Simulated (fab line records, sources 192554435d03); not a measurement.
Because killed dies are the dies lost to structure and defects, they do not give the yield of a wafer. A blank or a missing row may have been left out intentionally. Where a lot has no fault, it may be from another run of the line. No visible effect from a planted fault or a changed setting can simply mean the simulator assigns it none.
Chamber matching | flow n5 finfet | rie diel-01 running N5_BEOL_M0_SAQP_ETCH_73: 3 sister chambers
The step etches SiARC in CF4, target depth 19.5 nm, time 32.5 s. 3 wafers are shown with their chamber, then 5 later ones without.

EACH WAFER AND ITS CHAMBER
wafer  | chamber | oes product au (a.u.)
L080.5 | 3       | 0.74
L082.1 | 2       | 0.58
L082.2 | 1       | 0.60

WAFERS MISSING THEIR CHAMBER
wafer  | oes product au (a.u.)
L084.1 | 0.72
L084.2 | 0.57
L092.2 | 0.57
L092.4 | 0.70
L092.6 | 0.71

WHICH CHAMBER EACH WENT THROUGH
wafer  | from the rows above     | in truth
L084.1 | 3                       | 3
L084.2 | can't be placed: 2 or 1 | 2
L092.2 | can't be placed: 2 or 1 | 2
L092.4 | 3                       | 3
L092.6 | 3                       | 3
Correct placement for 3 of the 5. Not placeable from these rows: 2 (in 2, the candidates include the true chamber). Wrongly placed: 0.
How it was worked out, from the rows above alone: a wafer's distance from a chamber is the root of the sum, over the readings, of the square of ((its reading less the chamber's mean) divided by the reading's scatter). If the next closest chamber is less than 2 further off than the closest, the wafer can't be placed; otherwise it belongs to the closest. Each chamber's mean is taken over the wafers shown for it. The scatter (one wafer shown for each chamber): square how far every hidden wafer sits from the nearest shown wafer, average those squares and take the square root.
